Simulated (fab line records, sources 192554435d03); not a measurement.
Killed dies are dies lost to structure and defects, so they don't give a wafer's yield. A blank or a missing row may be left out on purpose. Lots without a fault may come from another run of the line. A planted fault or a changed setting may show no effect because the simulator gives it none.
Problem report in the 8D (eight disciplines) form, filled by code | flow n5_finfet | the parts of the form that need people (team, actions taken, sign-off) are left out

1. THE PROBLEM
h2_flow_sccm at N5_HKMG_FIN_ETCH_55 reads a mean of 220.0 sccm on 6 wafers of 2 lots; wafers without a fault read 200.0 sccm with a standard deviation of 0.61. That is +33 standard deviations from the usual mean.
The step: etches SOC in N2/H2, target depth 240 nm, time 300 s.
First seen on wafer L662.3, day 7 06:46, on rie_diel-01. The record holds 36 wafers of 13 lots with a number at this step. Rule for "out", or "out of limits": more than 4 standard deviations from the usual mean. The other wafers with a number count as sound.

2. WHAT IT IS AND WHAT IT IS NOT
question                    | is                     | is not
which readings at this step | h2_flow_sccm           | drypump_motor_current_A, oes_product_au, rf_fwd_power_W, rf_vpp_V, showerhead_plenum_p_Torr
which lots                  | L662, L663             | L649, L653, L655, L656, L657, L658, L660, L666, L667, L668, L671
which wafers of those lots  | all that have a number | -
read on which tools         | rie_diel-01            | rie_diel-02, rie_diel-04
when                        | from day 7 06:46       | up to then (18 sound wafers); but 12 sound wafers of L666, L667, L668, L671 came after

3. SUSPECTS, AND WHAT RULES EACH OUT
Counting: a tool at a process step up to the reading stays a suspect if it ran every lot that is out and no sound lot after the first of them.
- rtp_anneal-01 at N5_HKMG_FIN_HK_ANNEAL_02 (time 30 s): ruled out as a lasting fault. Sound lots L667 ran on it after its first lot that is out, L662 (day 7 06:01).
- rie_diel-01 at N5_HKMG_FIN_ETCH_55 (etches SOC in N2/H2, target depth 240 nm, time 300 s): kept. It ran every lot that is out, first L662 (day 7 06:46), and no sound lot after that; its last sound lot up to then is L660 (day 6 17:34). Its own readings are out on those wafers: h2_flow_sccm.
Left after counting: rie_diel-01 at N5_HKMG_FIN_ETCH_55.

4. THE CAUSE (what the simulator had put in)
Process parameter drift: rie_diel-01, from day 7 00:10 on, at N5_HKMG_FIN_ETCH_55. Setting h2_flow_sccm, moved by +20, from 200. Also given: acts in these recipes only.
Counting left only this tool.

5. THE CHAIN OF EFFECTS, in route order
Each row: a reading whose mean over the struck wafers that have a number lies more than 3 standard deviations from the usual. Only readings for which the record gives a usual standard deviation are gone through. hours: the time from each lot's start at the first step in this table that gives one to its start at this step, as a median over the lots. sigmas: the change in usual standard deviations.
hours | step                | reading            | usual      | on struck wafers | change | sigmas
0     | N5_HKMG_FIN_ETCH_55 | h2_flow_sccm       | 200.0 sccm | 220.0            | +20.0  | +33
0     | N5_HKMG_FIN_ETCH_55 | throttle_valve_pct | 17.86 %    | 18.55            | +0.69  | +3.8
The process steps in it:
- N5_HKMG_FIN_ETCH_55: etches SOC in N2/H2, target depth 240 nm, time 300 s.

6. WHAT WOULD HAVE CAUGHT IT SOONER
In this record the first reading out of limits was taken at day 7 06:46, 7 hours after the fault began at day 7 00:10.
